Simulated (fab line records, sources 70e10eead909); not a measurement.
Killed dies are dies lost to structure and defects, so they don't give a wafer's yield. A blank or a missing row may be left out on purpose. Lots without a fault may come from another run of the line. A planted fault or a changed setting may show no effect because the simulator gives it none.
Chamber matching | flow nand_harc | NHARC_A_WL_FILL_ALD_19 on ald_metal-01: 4 sister chambers
The step deposits TiN, target thk 2 nm, pulse time 3 s, ald cycles 100. 22 wafers are shown with their chamber, then 11 later ones without.

WAFERS WITH THEIR CHAMBER
wafer  | chamber | heater_power_w (W) | precursor_pulse_height_rel
L074.1 | 1       | 1060               | 0.967
L074.2 | 2       | 1029               | 0.995
L074.5 | 0       | 1118               | 1.032
L075.1 | 1       | 1087               | 1.026
L075.2 | 0       | 1130               | 1.011
L075.5 | 0       | 1123               | 0.982
L079.3 | 0       | 1111               | 0.985
L079.4 | 3       | 1043               | 1.003
L079.6 | 0       | 1132               | 1.017
L081.2 | 1       | 1107               | 1.041
L081.4 | 0       | 1096               | 1.000
L081.5 | 0       | 1053               | 0.987
L083.2 | 1       | 1068               | 0.991
L083.3 | 3       | 1008               | 1.042
L083.5 | 1       | 1076               | 1.010
L086.2 | 1       | 1073               | 1.027
L086.4 | 2       | 1046               | 0.999
L086.6 | 3       | 1000               | 1.015
L088.3 | 2       | 1024               | 0.998
L088.5 | 1       | 1092               | 1.006
L088.6 | 2       | 1051               | 1.035
L091.2 | 3       | 1005               | 1.012

SIGNATURES (means of the wafers above)
reading                    | chamber 0 | chamber 1 | chamber 2 | chamber 3 | scatter within a chamber
heater_power_w             | 1109.00   | 1080.43   | 1037.50   | 1014.00   | 20.7
precursor_pulse_height_rel | 1.00200   | 1.00971   | 1.00675   | 1.01800   | 0.0208
Rule: a wafer's distance from a chamber is the root of the sum, over the readings, of the square of ((its reading less the chamber's mean) divided by the reading's scatter). The wafer belongs to the nearest chamber; if the next one is less than 2 further off, it can't be placed. The scatter: the root of (the sum of the squares of (reading less its chamber's mean) over the shown wafers, divided by (wafers less chambers)).

WAFERS WITHOUT THEIR CHAMBER
wafer  | heater_power_w (W) | precursor_pulse_height_rel
L091.3 | 1058               | 0.957
L091.6 | 1030               | 1.050
L093.3 | 1072               | 0.993
L093.5 | 1105               | 0.960
L093.6 | 1030               | 0.988
L095.1 | 1098               | 0.996
L095.4 | 1005               | 0.991
L095.5 | 1016               | 0.998
L097.1 | 1054               | 1.012
L097.3 | 967                | 0.963
L097.4 | 1084               | 1.006

WHICH CHAMBER EACH WENT THROUGH
wafer  | from the rows above               | in truth
L091.3 | can't be placed: 2 or 1 or 0 or 3 | 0
L091.6 | can't be placed: 3 or 2 or 1      | 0
L093.3 | can't be placed: 1 or 2 or 0      | 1
L093.5 | can't be placed: 0 or 1 or 2      | 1
L093.6 | can't be placed: 2 or 3 or 1      | 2
L095.1 | can't be placed: 0 or 1           | 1
L095.4 | can't be placed: 3 or 2           | 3
L095.5 | can't be placed: 3 or 2           | 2
L097.1 | can't be placed: 2 or 1 or 3 or 0 | 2
L097.3 | can't be placed: 3 or 2           | 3
L097.4 | can't be placed: 1 or 0 or 2      | 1
Placed correctly: 0 of 11. Can't be placed from these rows: 11 (the true chamber is among the candidates in 10). Placed wrongly: 0.
